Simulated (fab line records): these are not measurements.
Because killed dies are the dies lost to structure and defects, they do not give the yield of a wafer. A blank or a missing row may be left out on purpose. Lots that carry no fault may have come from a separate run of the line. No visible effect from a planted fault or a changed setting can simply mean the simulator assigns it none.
fab line records	flow nand_harc
record lots=24	wafers=72	last_day=25
route steps=1159 shown A_ONON_D1@439 A_CHANNEL_FILL_D1@499 A_STAIRCASE@561
lots with no fault: from the same line, run without faults
start_h: hours from the record's opening day to when the first of the lot's shown wafers began	wait_h: hours from the lot's prior step to this one	" identical to the entry in the row above	L1.1+2: one row covering several wafers at once	- no value, or no start was given	* or withheld: withheld	< > ~ a bound
route shown NAME@n: NAME is a module with steps in the file, n the number in the route of the first one	usual: average and standard deviation across the fault-free wafers	same: alike in all rows	chamber/n: place in a boat	sites: readings site by site	_std_site: standard deviation of those values	_edge_site: mean of outer sites minus mean of inner sites	radius_mm: for every site, how far away it sits from the centre of the wafer	mask NAME#n: copy n	behind: the last tool/chamber to shape the wafer	hold: reason for holding the lot/hours on hold/outcome of the hold	device: which transistor (n, p or np) failed to switch	end of line: tests run on the same wafers once the route is complete	a step without rows: its recipe alone	killed: count of dies lost to structure and defects at first sort (not the wafer's yield)	map: a wafer's dies, marking killed ones x, the rest . and places with no die _
set.NAME: the setting as run; set.NAME@STEP: as run at that earlier step	model.NAME: the simulator's own value behind a step, which no gauge read
the route's steps for a sample of lots (tables are steps, rows are wafers)
services: the hour from which a tool's chamber was out of use, counted from the record's first day as start_h (under 0 if before that day), plus the number of hours and why
## steps
# step NHARC_A_ONON_D1_THK_MEAS_21
# recipe thk_meas_gauge=ellipsometry
# usual thk_nm=999/8.4
lot.wafer	tool	chamber	start_h	wait_h	thk_nm
L074.1	film_metro-01	-	163.40	-	1006
L074.3	"	-	"	"	1004
L074.4	"	-	"	"	1004
L076.2	film_metro-02	-	177.31	-	1002
L076.3	"	-	"	"	1003
L076.5	"	-	"	"	1003
L075.1	film_metro-01	-	177.31	-	1006
L075.4	"	-	"	"	1006
L075.5	"	-	"	"	1007
L078.1	film_metro-02	-	192.30	-	996
L078.5	"	-	"	"	996
L078.6	"	-	"	"	997
L077.1	film_metro-01	-	192.33	-	1002
L077.2	"	-	"	"	1001
L077.3	"	-	"	"	1002
L079.1	film_metro-02	-	199.62	-	998
L079.2	"	-	"	"	998
L079.3	"	-	"	"	999
L080.3	film_metro-01	-	211.36	-	984
L080.4	"	-	"	"	983
L080.6	"	-	"	"	983
L082.1	film_metro-02	-	216.12	-	998
L082.4	"	-	"	"	999
L082.6	"	-	"	"	1000
L081.2	film_metro-01	-	216.13	-	1006
L081.5	"	-	"	"	1006
L081.6	"	-	"	"	1005
L083.1	film_metro-01	-	229.16	-	1012
L083.3	"	-	"	"	1012
L083.6	"	-	"	"	1012
L084.2	film_metro-02	-	229.17	-	1009
L084.3	"	-	"	"	1011
L084.4	"	-	"	"	1011
L088.2	film_metro-01	-	246.22	-	997
L088.4	"	-	"	"	997
L088.5	"	-	"	"	999
L087.2	film_metro-02	-	246.23	-	997
L087.4	"	-	"	"	995
L087.5	"	-	"	"	995
L086.3	film_metro-01	-	246.23	-	1005
L086.4	"	-	"	"	1003
L086.5	"	-	"	"	1003
L085.3	film_metro-01	-	251.28	-	998
L085.5	"	-	"	"	996
L085.6	"	-	"	"	996
L090.3	film_metro-01	-	262.15	-	990
L090.4	"	-	"	"	988
L090.5	"	-	"	"	989
L089.1	film_metro-02	-	262.51	-	999
L089.5	"	-	"	"	998
L089.6	"	-	"	"	998
L091.2	film_metro-01	-	270.44	-	987
L091.5	"	-	"	"	989
L091.6	"	-	"	"	987
L092.1	film_metro-02	-	270.47	-	999
L092.5	"	-	"	"	1002
L092.6	"	-	"	"	1000
L093.2	film_metro-02	-	276.47	-	996
L093.3	"	-	"	"	997
L093.6	"	-	"	"	998
L094.1	film_metro-02	-	276.50	-	988
L094.4	"	-	"	"	987
L094.6	"	-	"	"	987
L095.3	film_metro-02	-	293.54	-	983
L095.5	"	-	"	"	983
L095.6	"	-	"	"	983
L096.1	film_metro-01	-	293.55	-	993
L096.2	"	-	"	"	995
L096.4	"	-	"	"	994
L097.2	film_metro-02	-	311.75	-	1013
L097.3	"	-	"	"	1013
L097.4	"	-	"	"	1015
# step NHARC_A_CHANNEL_FILL_D1_ETCHBACK_19
# recipe target_depth_a=50	time_s=1.7	hbr_flow_sccm=150	cl2_flow_sccm=50	rf_w=400	icp_w=400	bias_w=100	chemistry=HBr/Cl2
# usual drypump_motor_current_A=5.7/0.52	oes_product_au=0.998/0.0091	throttle_valve_pct=26.406/0.01
lot.wafer	tool	chamber	start_h	wait_h	drypump_motor_current_A	oes_product_au	rf_hours_counter_h	throttle_valve_pct
L074.4	rie_si-03	0	200.55	0.4	5.8	0.995	0.4	26.405
L074.1	"	1	"	"	4.7	0.975	0.5	26.416
L074.3	"	3	"	"	5.9	0.994	0.3	26.402
L076.3	rie_si-04	0	218.28	0.4	5.5	0.982	1.1	26.414
L076.2	"	2	"	"	5.1	0.985	0.9	26.382
L076.5	"	0	"	"	5.5	1.006	-	26.415
L075.4	rie_si-01	2	218.28	0.4	5.5	0.996	0.8	26.411
L075.1	"	0	"	"	6.7	1.003	0.8	26.408
L075.5	"	3	"	"	5.2	0.991	-	26.409
L077.2	rie_si-03	3	228.62	0.4	5.9	1.001	0.6	26.402
L077.3	"	1	"	"	4.7	1.000	0.7	26.407
L077.1	"	2	"	"	6.2	0.993	0.7	26.409
L078.1	rie_si-04	1	228.64	0.4	5.9	0.994	0.9	26.414
L078.6	"	0	"	"	5.5	0.993	-	26.428
L078.5	"	1	"	"	5.9	0.994	-	26.411
L079.3	rie_si-04	3	236.57	0.4	6.0	1.008	1.2	26.413
L079.2	"	0	"	"	5.5	1.001	1.2	26.408
L079.1	"	2	"	"	5.1	1.010	1.0	26.403
L082.4	rie_si-03	3	251.63	0.4	5.9	1.007	0.9	26.396
L082.1	"	0	"	"	5.8	0.992	0.9	26.420
L082.6	"	3	"	"	5.9	0.997	-	26.397
L080.3	rie_si-01	1	251.63	0.4	6.1	0.996	1.1	26.391
L080.4	"	3	"	"	5.2	0.991	1.1	26.395
L080.6	"	2	"	"	5.5	1.001	-	26.411
L081.2	rie_si-04	2	251.66	0.4	5.1	0.994	1.1	26.405
L081.6	"	3	"	"	6.0	1.011	-	26.386
L081.5	"	0	"	"	5.5	1.005	-	26.420
L084.3	rie_si-04	2	267.33	0.4	5.1	0.998	1.3	26.417
L084.2	"	3	"	"	6.0	1.010	1.5	26.421
L084.4	"	0	"	"	5.5	0.988	1.5	26.393
L083.3	rie_si-01	1	267.34	0.4	6.1	1.001	1.2	26.405
L083.1	"	2	"	"	5.5	0.999	1.1	26.409
L083.6	"	1	"	"	6.1	0.998	-	26.410
L086.3	rie_si-03	0	284.49	0.4	5.8	0.988	1.3	26.404
L086.4	"	2	"	"	6.2	0.996	1.1	26.413
L086.5	"	0	"	"	5.8	0.991	-	26.409
L087.4	rie_si-01	0	284.51	0.4	6.8	1.002	1.5	26.411
L087.2	"	1	"	"	6.1	1.015	1.5	26.404
L087.5	"	2	"	"	5.5	1.002	-	26.412
L088.2	rie_si-01	2	284.56	0.4	5.5	0.985	1.5	26.412
L088.4	"	3	"	"	5.2	0.985	1.5	26.400
L088.5	"	3	"	"	5.2	0.980	-	26.394
L085.3	rie_si-03	3	292.55	0.4	5.9	0.993	1.2	26.417
L085.5	"	0	"	"	5.8	1.002	-	26.415
L085.6	"	1	"	"	4.6	0.989	-	26.404
L090.4	rie_si-01	0	301.96	0.4	6.7	1.006	1.6	26.404
L090.3	"	2	"	"	5.5	0.995	1.5	26.407
L090.5	"	0	"	"	6.7	1.008	-	26.419
L089.1	rie_si-04	0	301.99	0.4	5.5	0.985	0.1	26.408
L089.6	"	1	"	"	5.9	0.997	-	26.404
L089.5	"	2	"	"	5.1	0.985	-	26.409
L091.2	rie_si-03	3	309.71	0.4	5.8	1.001	1.5	26.431
L091.5	"	0	"	"	5.8	1.000	-	26.400
L091.6	"	1	"	"	4.7	0.984	-	26.412
L092.1	rie_si-04	0	309.71	0.4	5.5	1.013	0.1	26.387
L092.6	"	1	"	"	5.9	1.000	-	26.394
L092.5	"	2	"	"	5.1	1.012	-	26.408
L093.2	rie_si-04	0	317.22	0.4	5.5	1.008	0.2	26.406
L093.3	"	1	"	"	5.9	0.996	0.3	26.417
L093.6	"	2	"	"	5.1	1.002	-	26.419
L094.4	rie_si-01	0	317.22	0.4	6.7	1.010	0.1	26.400
L094.1	"	1	"	"	6.1	1.014	0.1	26.410
L094.6	"	2	"	"	5.5	0.978	-	26.389
L096.4	rie_si-04	3	330.50	0.4	6.0	0.988	0.3	26.416
L096.2	"	0	"	"	5.5	0.988	0.3	26.404
L096.1	"	2	"	"	5.1	0.993	0.5	26.418
L095.3	rie_si-03	1	330.55	0.4	4.7	0.986	1.7	26.420
L095.6	"	2	"	"	6.2	1.013	-	26.406
L095.5	"	3	"	"	5.8	1.018	-	26.398
L097.4	rie_si-01	3	349.56	0.4	5.2	0.999	0.3	26.397
L097.3	"	0	"	"	6.7	1.001	0.3	26.420
L097.2	"	2	"	"	5.5	0.986	0.3	26.411
# step NHARC_A_CHANNEL_FILL_D1_ALD_25
# recipe target_thk_a=600	pulse_time_s=10	ald_cycles=600	temp_c=300	material=SiOx
# usual heater_power_outer_w=244/19	heater_power_w=443/39	precursor_pulse_height_rel=0.998/0.02
lot.wafer	tool	chamber	start_h	wait_h	heater_power_outer_w	heater_power_w	precursor_pulse_height_rel
L074.1	ald_hk-04	1	212.28	0.1	243	446	0.973
L074.3	"	2	"	"	222	432	1.025
L074.4	"	3	"	"	262	493	0.980
L076.2	ald_hk-02	1	230.52	0.1	256	474	1.018
L076.3	"	3	231.74	1.3	250	433	1.006
L076.5	"	2	233.56	3.1	243	419	0.989
L075.4	ald_hk-04	0	230.53	0.1	246	426	0.993
L075.1	"	2	231.74	1.3	221	437	0.993
L075.5	"	1	233.54	3.1	249	443	1.006
L077.2	ald_hk-02	2	241.74	1.2	237	416	0.999
L077.3	"	3	"	"	246	426	1.009
L077.1	"	0	"	"	198	346	0.983
L078.1	ald_hk-01	0	241.99	1.5	267	454	1.029
L078.5	"	2	243.23	2.7	244	429	0.988
L078.6	"	3	"	"	252	481	0.990
L079.3	ald_hk-02	2	251.35	0.9	249	422	1.015
L079.2	"	3	"	"	247	429	1.010
L079.1	"	0	"	"	193	342	0.993
L080.4	ald_hk-01	3	264.43	0.7	253	490	0.969
L080.3	"	0	"	"	262	461	0.999
L080.6	"	3	266.85	3.1	248	472	1.003
L082.4	ald_hk-02	1	264.43	0.7	257	493	1.012
L082.1	"	2	"	"	236	437	1.009
L082.6	"	1	266.89	3.1	268	491	0.972
L081.2	ald_hk-04	0	265.68	1.9	238	429	0.991
L081.6	"	1	"	"	243	450	1.035
L081.5	"	2	"	"	225	433	0.991
L084.3	ald_hk-04	1	279.38	0.1	242	440	1.019
L084.2	"	2	"	"	221	426	1.036
L084.4	"	3	"	"	263	495	0.991
L083.1	ald_hk-02	3	279.99	0.7	247	431	1.003
L083.3	"	0	"	"	195	347	1.013
L083.6	"	3	282.45	3.1	247	434	0.992
L087.4	ald_hk-02	3	297.17	0.7	238	414	1.009
L087.2	"	1	298.39	1.9	269	488	0.985
L087.5	"	3	299.61	3.1	238	416	0.969
L088.2	ald_hk-04	3	297.19	0.7	275	485	1.007
L088.4	"	1	298.43	1.9	238	456	0.990
L088.5	"	2	"	"	223	438	0.992
L086.3	ald_hk-01	3	297.83	1.3	247	478	0.993
L086.4	"	0	"	"	264	455	1.030
L086.5	"	1	"	"	239	447	0.998
L085.3	ald_hk-02	0	305.25	0.0	203	354	1.004
L085.5	"	0	307.75	2.5	203	348	1.013
L085.6	"	1	"	"	266	494	1.022
L090.4	ald_hk-02	2	315.77	0.7	257	450	0.994
L090.3	"	0	317.01	1.9	206	346	1.004
L090.5	"	1	"	"	273	490	0.989
L089.1	ald_hk-04	3	315.82	0.7	263	506	0.988
L089.6	"	2	317.66	2.5	213	422	1.011
L089.5	"	3	"	"	272	489	0.969
L091.2	ald_hk-02	2	321.60	0.1	257	446	1.003
L091.6	"	2	324.03	2.5	252	458	1.036
L091.5	"	3	"	"	240	401	0.971
L092.1	ald_hk-04	2	321.63	0.1	224	434	0.993
L092.5	"	2	324.11	2.5	217	424	0.951
L092.6	"	3	"	"	265	475	0.982
L093.2	ald_hk-01	2	329.12	0.1	241	434	1.020
L093.3	"	0	330.33	1.3	261	466	0.994
L093.6	"	3	332.15	3.1	260	495	0.994
L094.4	ald_hk-02	2	329.73	0.7	255	454	1.025
L094.1	"	0	330.95	1.9	208	365	0.995
L094.6	"	1	"	"	275	490	1.021
L095.3	ald_hk-02	1	342.41	0.0	265	504	0.961
L095.5	"	1	344.92	2.6	278	490	0.980
L095.6	"	2	"	"	257	449	1.058
L096.1	ald_hk-04	0	342.41	0.1	244	436	0.956
L096.4	"	1	"	"	236	447	1.008
L096.2	"	2	"	"	220	424	1.008
L097.2	ald_hk-01	3	361.98	0.1	246	490	0.990
L097.3	"	0	"	"	263	471	1.022
L097.4	"	2	363.83	1.9	244	437	0.949
# step NHARC_A_STAIRCASE_TRIM_24
# recipe time_s=211.2	o2_flow_sccm=500	ar_flow_sccm=0	bias_w=0	chemistry=O2
# usual drypump_motor_current_A=5.9/0.4	o2_flow_sccm=499.9/1.6	oes_product_au=1.000/0.012	rf_vpp_V=57.7/0.92	showerhead_plenum_p_Torr=3.49/0.15	throttle_valve_pct=17.036/0.0092
lot.wafer	tool	chamber	start_h	wait_h	drypump_motor_current_A	o2_flow_sccm	oes_product_au	rf_hours_counter_h	rf_vpp_V	showerhead_plenum_p_Torr	throttle_valve_pct
L074.1	rie_diel-13	2	-	-	5.8	501.4	1.008	45	57.2	3.47	17.038
L074.4	"	3	"	"	5.4	499.7	0.988	46	57.7	3.78	17.033
L074.3	"	0	"	"	5.3	502.7	0.983	46	56.5	3.36	17.046
L075.4	rie_diel-02	2	-	-	6.1	501.0	1.002	31	58.6	3.52	17.045
L075.1	"	3	"	"	5.4	498.8	1.014	34	59.2	3.67	17.056
L075.5	"	1	"	"	5.6	500.0	0.984	-	57.4	3.44	17.037
L076.3	rie_diel-13	0	-	-	5.3	499.5	1.014	54	57.4	3.36	17.045
L076.2	"	1	"	"	6.3	499.8	1.013	51	57.7	3.49	17.027
L076.5	"	2	"	"	5.8	502.4	1.014	-	57.4	3.46	17.035
L077.2	rie_diel-13	1	-	-	6.3	499.9	1.000	53	57.8	3.49	17.035
L077.3	"	2	"	"	5.8	499.9	1.004	54	58.4	3.46	17.034
L077.1	"	0	"	"	5.3	500.1	0.989	57	57.2	3.36	17.029
L078.1	rie_diel-02	1	-	-	5.5	497.9	0.977	33	57.0	3.44	17.034
L078.5	"	1	"	"	5.5	501.0	0.985	-	56.5	3.44	17.042
L078.6	"	2	"	"	6.1	502.4	1.002	-	58.7	3.52	17.041
L079.1	rie_diel-04	2	-	-	6.3	501.8	1.010	53	58.0	3.27	17.044
L079.2	"	3	"	"	6.2	500.6	0.998	53	59.0	3.38	17.023
L079.3	"	0	"	"	5.8	500.4	1.000	52	57.1	3.32	17.027
L082.4	rie_diel-04	3	-	-	6.2	502.6	1.005	57	57.2	3.37	17.037
L082.1	"	1	"	"	6.5	500.8	1.027	58	56.8	3.54	17.033
L082.6	"	0	"	"	5.8	500.8	0.999	-	56.6	3.32	17.050
L080.4	rie_diel-04	0	-	-	5.8	497.2	0.991	56	56.7	3.32	17.055
L080.3	"	1	"	"	6.6	502.3	1.016	58	58.4	3.54	17.051
L080.6	"	3	"	"	6.2	498.3	1.005	-	58.7	3.37	17.033
L081.2	rie_diel-02	1	-	-	5.5	497.5	0.997	41	56.9	3.43	17.045
L081.5	"	1	"	"	5.5	499.4	0.986	-	58.6	3.44	17.038
L081.6	"	2	"	"	6.1	496.7	1.007	-	59.1	3.51	17.056
L084.4	rie_diel-13	2	-	-	5.8	499.6	0.993	5	58.5	3.45	17.031
L084.3	"	3	"	"	5.5	499.2	0.998	5	58.3	3.77	17.043
L084.2	"	0	"	"	5.3	500.1	1.005	5	56.9	3.35	17.025
L083.3	rie_diel-02	1	-	-	5.5	500.8	0.982	49	58.1	3.43	17.028
L083.1	"	0	"	"	5.5	499.7	1.005	51	58.9	3.48	17.027
L083.6	"	1	"	"	5.6	499.8	0.989	-	57.4	3.43	17.025
L087.2	rie_diel-04	2	-	-	6.3	499.1	0.985	4	58.5	3.81	17.040
L087.4	"	3	"	"	6.2	496.3	0.995	5	56.8	3.37	17.027
L087.5	"	1	"	"	6.5	499.4	1.018	-	58.6	3.53	17.031
L086.3	rie_diel-02	1	-	-	5.5	495.9	0.989	56	58.4	3.43	17.023
L086.4	"	3	"	"	5.4	499.1	1.013	58	56.3	3.66	17.032
L086.5	"	1	"	"	5.5	497.7	0.978	-	57.9	3.43	17.027
L088.2	rie_diel-02	2	-	-	6.1	498.9	1.010	58	57.0	3.50	17.043
L088.4	"	3	"	"	5.3	499.2	1.014	58	57.4	3.66	17.031
L088.5	"	3	"	"	5.3	500.3	1.011	-	58.2	3.66	17.037
L085.3	rie_diel-13	3	-	-	5.4	498.4	1.000	14	58.3	3.76	17.033
L085.5	"	1	"	"	6.3	500.4	1.003	-	57.2	3.48	17.025
L085.6	"	2	"	"	5.8	499.2	1.004	-	56.3	3.45	17.037
L090.4	rie_diel-13	2	-	-	5.8	500.1	1.002	19	54.9	3.45	17.017
L090.3	"	3	"	"	5.5	497.9	0.992	17	58.0	3.76	17.036
L090.5	"	3	"	"	5.5	498.2	0.997	-	59.0	3.76	17.023
L089.1	rie_diel-04	0	-	-	5.8	500.5	0.982	14	57.8	3.31	17.031
L089.6	"	3	"	"	6.2	498.1	1.000	-	56.4	3.37	17.044
L089.5	"	0	"	"	5.8	501.6	0.995	-	57.2	3.31	17.041
L091.2	rie_diel-04	2	-	-	6.3	501.8	1.005	12	57.1	3.80	17.050
L091.5	"	3	"	"	6.2	502.2	0.994	-	57.7	3.36	17.038
L091.6	"	0	"	"	5.8	500.5	0.988	-	57.5	3.31	17.029
L092.1	rie_diel-02	2	-	-	6.1	501.8	1.007	1	57.8	3.50	17.032
L092.6	"	2	"	"	6.1	500.4	1.000	-	57.2	3.50	17.040
L092.5	"	3	"	"	5.4	501.0	1.002	-	58.2	3.65	17.033
L094.4	rie_diel-13	0	-	-	5.3	500.2	0.991	22	56.3	3.34	17.027
L094.1	"	2	"	"	5.8	501.3	0.995	25	57.9	3.44	17.025
L094.6	"	0	"	"	5.3	499.5	0.998	-	57.5	3.34	17.034
L093.3	rie_diel-02	2	-	-	6.1	499.3	0.982	3	58.1	3.50	17.038
L093.2	"	3	"	"	5.4	501.0	1.002	3	58.4	3.65	17.035
L093.6	"	2	"	"	6.1	500.3	0.980	-	58.8	3.50	17.036
L095.3	rie_diel-04	2	-	-	6.3	501.1	1.005	23	59.1	3.79	17.026
L095.6	"	2	"	"	6.3	501.3	0.999	-	59.8	3.79	17.025
L095.5	"	3	"	"	6.2	500.3	0.998	-	56.9	3.36	17.036
L096.2	rie_diel-04	2	-	-	6.3	500.5	0.998	23	58.3	3.80	17.032
L096.4	"	0	"	"	5.8	497.4	0.993	26	58.5	3.30	17.028
L096.1	"	1	"	"	6.6	501.9	1.025	27	57.9	3.52	17.048
L097.3	rie_diel-04	1	-	-	6.6	500.4	1.014	32	58.1	3.52	17.042
L097.2	"	2	"	"	6.3	500.0	0.993	29	58.6	3.79	17.034
L097.4	"	2	"	"	6.3	502.6	0.982	-	58.0	3.79	17.038
# step NHARC_A_STAIRCASE_STRIP_175
# recipe power_w=1500	temp_c=250	chemistry=O2
# usual drypump_motor_current_A=5.7/0.32	heater_power_w=352/39
lot.wafer	tool	chamber	start_h	wait_h	drypump_motor_current_A	heater_power_w	rf_hours_counter_h
L074.1	plasma_asher-02	0	229.77	0.1	5.4	356	12
L074.4	"	0	"	"	5.5	357	-
L074.3	"	1	"	"	5.7	284	-
L075.1	plasma_asher-01	1	247.45	0.1	5.5	393	46
L075.4	"	0	"	"	6.2	343	-
L075.5	"	1	"	"	5.5	391	-
L076.2	plasma_asher-01	0	247.99	0.1	6.2	345	46
L076.3	"	1	"	"	5.5	389	-
L076.5	"	0	"	"	6.2	346	-
L077.1	plasma_asher-01	1	258.54	0.1	5.5	382	50
L077.2	"	0	"	"	6.2	347	50
L077.3	"	0	"	"	6.3	342	-
L078.1	plasma_asher-02	1	258.59	0.1	5.7	290	23
L078.5	"	1	"	"	5.7	294	-
L078.6	"	0	"	"	5.4	357	-
L079.2	plasma_asher-01	1	267.87	0.1	5.5	389	52
L079.1	"	0	"	"	6.2	351	52
L079.3	"	0	"	"	6.2	336	-
L082.1	plasma_asher-02	1	282.10	0.1	5.7	285	31
L082.4	"	0	"	"	5.4	354	-
L082.6	"	0	"	"	5.4	360	-
L080.3	plasma_asher-02	1	283.07	0.8	5.7	293	-
L080.4	"	0	"	"	5.4	360	-
L080.6	"	0	"	"	5.4	348	-
L081.2	plasma_asher-02	1	283.31	0.1	5.7	294	32
L081.5	"	1	"	"	5.7	284	-
L081.6	"	0	"	"	5.4	355	-
L084.2	plasma_asher-01	0	298.29	0.1	6.2	356	6
L084.3	"	0	"	"	6.2	357	-
L084.4	"	1	"	"	5.5	399	-
L083.1	plasma_asher-01	1	298.82	0.1	5.5	390	6
L083.3	"	1	"	"	5.5	397	-
L083.6	"	0	"	"	6.3	361	-
L087.2	plasma_asher-02	0	314.27	0.1	5.4	352	42
L087.4	"	0	"	"	5.4	357	-
L087.5	"	0	"	"	5.4	359	-
L086.3	plasma_asher-01	0	314.79	0.2	6.2	362	-
L086.4	"	1	"	"	5.5	404	-
L086.5	"	1	"	"	5.5	401	-
L088.2	plasma_asher-02	0	314.99	0.1	5.4	358	42
L088.4	"	1	"	"	5.7	286	-
L088.5	"	1	"	"	5.7	287	-
L085.3	plasma_asher-01	1	324.78	0.2	5.5	396	-
L085.6	"	0	"	"	6.2	355	-
L085.5	"	1	"	"	5.5	396	-
L090.3	plasma_asher-01	1	333.63	0.2	5.5	387	-
L090.4	"	0	"	"	6.2	360	-
L090.5	"	0	"	"	6.2	354	-
L089.1	plasma_asher-02	1	333.73	0.1	5.7	295	48
L089.6	"	0	"	"	5.4	365	-
L089.5	"	1	"	"	5.7	289	-
L091.2	plasma_asher-01	1	339.03	0.1	5.5	394	18
L091.5	"	1	"	"	5.5	399	-
L091.6	"	0	"	"	6.2	361	-
L092.1	plasma_asher-02	1	339.25	0.1	5.7	286	50
L092.6	"	1	"	"	5.7	284	-
L092.5	"	0	"	"	5.4	357	-
L094.1	plasma_asher-02	1	346.39	0.1	5.7	285	53
L094.4	"	0	"	"	5.4	356	-
L094.6	"	1	"	"	5.7	280	-
L093.2	plasma_asher-01	0	346.80	0.1	6.2	362	21
L093.3	"	1	"	"	5.5	395	-
L093.6	"	1	"	"	5.5	404	-
L095.3	plasma_asher-01	0	360.90	0.4	6.2	361	-
L095.5	"	0	"	"	6.2	358	-
L095.6	"	1	"	"	5.5	393	-
L096.2	plasma_asher-01	0	361.09	0.5	6.3	364	26
L096.1	"	1	"	"	5.5	400	26
L096.4	"	1	"	"	5.5	398	-
L097.2	plasma_asher-02	0	379.55	0.1	5.4	398	3
L097.4	"	1	"	"	5.7	294	-
L097.3	"	0	"	"	5.4	399	-
# step NHARC_A_STAIRCASE_ETCH_188
# recipe target_depth_a=1000	time_s=40.5	ion_energy_ev=400	c4f8_flow_sccm=20	o2_flow_sccm=10	ar_flow_sccm=withheld	rf_w=600	bias_w=1000	chemistry=C4F8/O2
# usual oes_product_au=0.938/0.017	rf_vpp_V=895/5.4
lot.wafer	tool	chamber	start_h	wait_h	oes_product_au	rf_hours_counter_h	rf_vpp_V
L074.3	rie_diel-04	1	-	-	0.961	37	898
L074.1	"	2	"	"	0.943	38	886
L074.4	"	3	"	"	0.939	38	892
L075.4	rie_diel-04	3	-	-	0.931	47	891
L075.1	"	1	"	"	0.940	46	895
L075.5	"	0	"	"	0.932	-	888
L076.3	rie_diel-02	1	-	-	0.921	30	892
L076.2	"	3	"	"	0.954	36	900
L076.5	"	0	"	"	0.932	-	895
L077.2	rie_diel-02	1	-	-	0.911	33	892
L077.3	"	3	"	"	0.942	39	901
L077.1	"	0	"	"	0.931	36	896
L078.1	rie_diel-04	1	-	-	0.962	50	896
L078.6	"	0	"	"	0.954	-	887
L078.5	"	1	"	"	0.951	-	896
L079.1	rie_diel-04	2	-	-	0.929	54	886
L079.3	"	3	"	"	0.927	53	890
L079.2	"	0	"	"	0.930	52	887
L082.4	rie_diel-02	1	-	-	0.908	41	893
L082.1	"	2	"	"	0.930	43	896
L082.6	"	3	"	"	0.941	-	901
L080.3	rie_diel-02	2	-	-	0.937	44	895
L080.4	"	3	"	"	0.937	47	899
L080.6	"	2	"	"	0.923	-	895
L081.2	rie_diel-02	3	-	-	0.949	48	902
L081.6	"	3	"	"	0.944	-	900
L081.5	"	0	"	"	0.934	-	894
L084.3	rie_diel-04	2	-	-	0.957	0	907
L084.2	"	3	"	"	0.936	0	891
L084.4	"	1	"	"	0.977	0	896
L083.1	rie_diel-02	1	-	-	0.918	50	894
L083.3	"	2	"	"	0.945	52	896
L083.6	"	0	"	"	0.939	-	893
L087.4	rie_diel-04	0	-	-	0.963	6	889
L087.2	"	1	"	"	0.995	5	897
L087.5	"	0	"	"	0.967	-	888
L086.3	rie_diel-02	0	-	-	0.972	58	895
L086.4	"	1	"	"	0.942	57	892
L086.5	"	2	"	"	0.961	-	895
L088.2	rie_diel-02	2	-	-	0.939	58	896
L088.4	"	0	"	"	0.930	58	894
L088.5	"	3	"	"	0.955	-	900
L085.3	rie_diel-04	3	-	-	0.927	11	890
L085.6	"	1	"	"	0.939	-	896
L085.5	"	2	"	"	0.923	-	906
L090.3	rie_diel-13	1	-	-	0.935	20	894
L090.4	"	3	"	"	0.921	18	904
L090.5	"	1	"	"	0.917	-	894
L089.1	rie_diel-13	0	-	-	0.924	18	891
L089.5	"	3	"	"	0.928	-	905
L089.6	"	0	"	"	0.935	-	889
L091.2	rie_diel-13	0	-	-	0.941	20	889
L091.6	"	3	"	"	0.939	-	903
L091.5	"	0	"	"	0.941	-	888
L092.1	rie_diel-04	2	-	-	0.934	12	905
L092.6	"	1	"	"	0.963	-	895
L092.5	"	2	"	"	0.948	-	906
L094.4	rie_diel-04	1	-	-	0.943	19	896
L094.1	"	2	"	"	0.920	15	906
L094.6	"	3	"	"	0.931	-	889
L093.3	rie_diel-04	0	-	-	0.919	21	888
L093.2	"	3	"	"	0.920	21	891
L093.6	"	1	"	"	0.944	-	895
L095.3	rie_diel-02	1	-	-	0.904	10	891
L095.5	"	2	"	"	0.918	-	893
L095.6	"	3	"	"	0.928	-	899
L096.2	rie_diel-04	2	-	-	0.954	24	906
L096.4	"	0	"	"	0.932	27	887
L096.1	"	1	"	"	0.953	28	897
L097.2	rie_diel-02	2	-	-	0.946	15	894
L097.4	"	3	"	"	0.959	15	900
L097.3	"	0	"	"	0.952	14	894
## services
tool	chamber	start_h	hours	kind
plasma_asher-02	-	183.00	9.0	pm
ald_hk-04	-	186.00	10.0	pm
rie_si-04	1	196.62	4.3	repair
rie_diel-13	1	201.55	12.4	repair
ald_hk-02	-	210.39	0.6	repair
rie_diel-13	0	213.81	5.5	repair
rie_si-03	0	226.61	5.5	repair
rie_si-03	3	271.63	5.5	repair
ald_hk-02	-	271.67	0.5	repair
rie_si-01	3	275.85	4.0	repair
rie_diel-13	-	276.00	9.0	pm
rie_si-04	-	276.00	9.0	pm
plasma_asher-01	-	276.09	9.0	pm
plasma_asher-02	-	295.31	6.3	repair
plasma_asher-01	-	299.91	3.1	repair
rie_si-01	-	304.00	9.0	pm
rie_diel-04	2	328.79	7.2	repair
rie_si-01	0	331.50	6.0	repair
rie_si-03	-	332.00	9.0	pm
plasma_asher-02	-	360.00	9.0	pm
rie_diel-04	3	365.31	26.3	repair
ald_hk-04	-	365.67	10.0	pm
rie_si-01	2	365.74	7.9	repair
rie_si-03	2	368.23	5.2	repair
## key
fault none
